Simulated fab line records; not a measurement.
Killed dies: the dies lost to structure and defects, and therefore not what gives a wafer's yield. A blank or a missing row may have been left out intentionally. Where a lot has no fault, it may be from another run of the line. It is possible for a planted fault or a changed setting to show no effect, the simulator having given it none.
Chamber matching || flow nand-harc || 4 sister chambers for NHARC_A_STAIRCASE_ALD_420 on ald-hk-03
The step deposits SiO2, target thk 20 nm, pulse time 6 s, ald cycles 200. 16 wafers are shown with their chamber, then 8 later ones without.

EACH WAFER AND ITS CHAMBER
{"wafer": "L080.1", "chamber": 1, "heater-power-w (W)": 574, "precursor-pulse-height-rel": 0.990}
{"wafer": "L080.3", "chamber": 2, "heater-power-w (W)": 535, "precursor-pulse-height-rel": 1.003}
{"wafer": "L080.5", "chamber": 0, "heater-power-w (W)": 484, "precursor-pulse-height-rel": 0.992}
{"wafer": "L085.4", "chamber": 3, "heater-power-w (W)": 457, "precursor-pulse-height-rel": 1.010}
{"wafer": "L085.5", "chamber": 3, "heater-power-w (W)": 458, "precursor-pulse-height-rel": 1.012}
{"wafer": "L085.6", "chamber": 0, "heater-power-w (W)": 483, "precursor-pulse-height-rel": 0.969}
{"wafer": "L085.1", "chamber": 0, "heater-power-w (W)": 500, "precursor-pulse-height-rel": 1.011}
{"wafer": "L085.2", "chamber": 2, "heater-power-w (W)": 520, "precursor-pulse-height-rel": 0.970}
{"wafer": "L085.3", "chamber": 1, "heater-power-w (W)": 552, "precursor-pulse-height-rel": 1.021}
{"wafer": "L084.2", "chamber": 0, "heater-power-w (W)": 498, "precursor-pulse-height-rel": 0.955}
{"wafer": "L084.3", "chamber": 3, "heater-power-w (W)": 459, "precursor-pulse-height-rel": 1.016}
{"wafer": "L084.5", "chamber": 3, "heater-power-w (W)": 445, "precursor-pulse-height-rel": 0.989}
{"wafer": "L086.3", "chamber": 1, "heater-power-w (W)": 560, "precursor-pulse-height-rel": 1.004}
{"wafer": "L086.5", "chamber": 0, "heater-power-w (W)": 493, "precursor-pulse-height-rel": 1.000}
{"wafer": "L086.6", "chamber": 1, "heater-power-w (W)": 578, "precursor-pulse-height-rel": 0.987}
{"wafer": "L090.1", "chamber": 3, "heater-power-w (W)": 441, "precursor-pulse-height-rel": 1.013}

SIGNATURES, as means of the wafers listed above
{"reading": "heater-power-w", "chamber 0": 491.60, "chamber 1": 566.00, "chamber 2": 527.50, "chamber 3": 452.00, "scatter within a chamber": 9.48}
{"reading": "precursor-pulse-height-rel", "chamber 0": 0.98540, "chamber 1": 1.00050, "chamber 2": 0.98650, "chamber 3": 1.00800, "scatter within a chamber": 0.0179}
Rule: a wafer's distance from a chamber is the root of the sum, over the readings, of the square of ((its reading less the chamber's mean) divided by the reading's scatter). If the next closest chamber is less than 2 further off than the closest, the wafer can't be placed; otherwise it belongs to the closest. How the scatter is found: for the shown wafers, subtract from each reading the mean of its chamber, square and add these, divide the total by (wafers less chambers), then take the root.

WAFERS WHOSE CHAMBER IS MISSING
{"wafer": "L090.3", "heater-power-w (W)": 573, "precursor-pulse-height-rel": 1.028}
{"wafer": "L090.5", "heater-power-w (W)": 577, "precursor-pulse-height-rel": 0.993}
{"wafer": "L092.1", "heater-power-w (W)": 493, "precursor-pulse-height-rel": 1.015}
{"wafer": "L092.2", "heater-power-w (W)": 479, "precursor-pulse-height-rel": 1.002}
{"wafer": "L092.3", "heater-power-w (W)": 502, "precursor-pulse-height-rel": 1.012}
{"wafer": "L096.1", "heater-power-w (W)": 460, "precursor-pulse-height-rel": 0.982}
{"wafer": "L096.2", "heater-power-w (W)": 490, "precursor-pulse-height-rel": 0.976}
{"wafer": "L096.6", "heater-power-w (W)": 481, "precursor-pulse-height-rel": 1.001}

WHICH CHAMBER EACH WENT THROUGH
{"wafer": "L090.3", "from the rows above": 1, "in truth": 1}
{"wafer": "L090.5", "from the rows above": 1, "in truth": 1}
{"wafer": "L092.1", "from the rows above": 0, "in truth": 0}
{"wafer": "L092.2", "from the rows above": "can't be placed: 0 or 3", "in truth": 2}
{"wafer": "L092.3", "from the rows above": "can't be placed: 0 or 2", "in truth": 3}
{"wafer": "L096.1", "from the rows above": "can't be placed: 3 or 0", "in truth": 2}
{"wafer": "L096.2", "from the rows above": 0, "in truth": 0}
{"wafer": "L096.6", "from the rows above": "can't be placed: 0 or 3", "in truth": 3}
4 of 8 placed correctly. From these rows, 4 cannot be placed; in 1 the true chamber is one of the candidates. 0 placed wrongly.
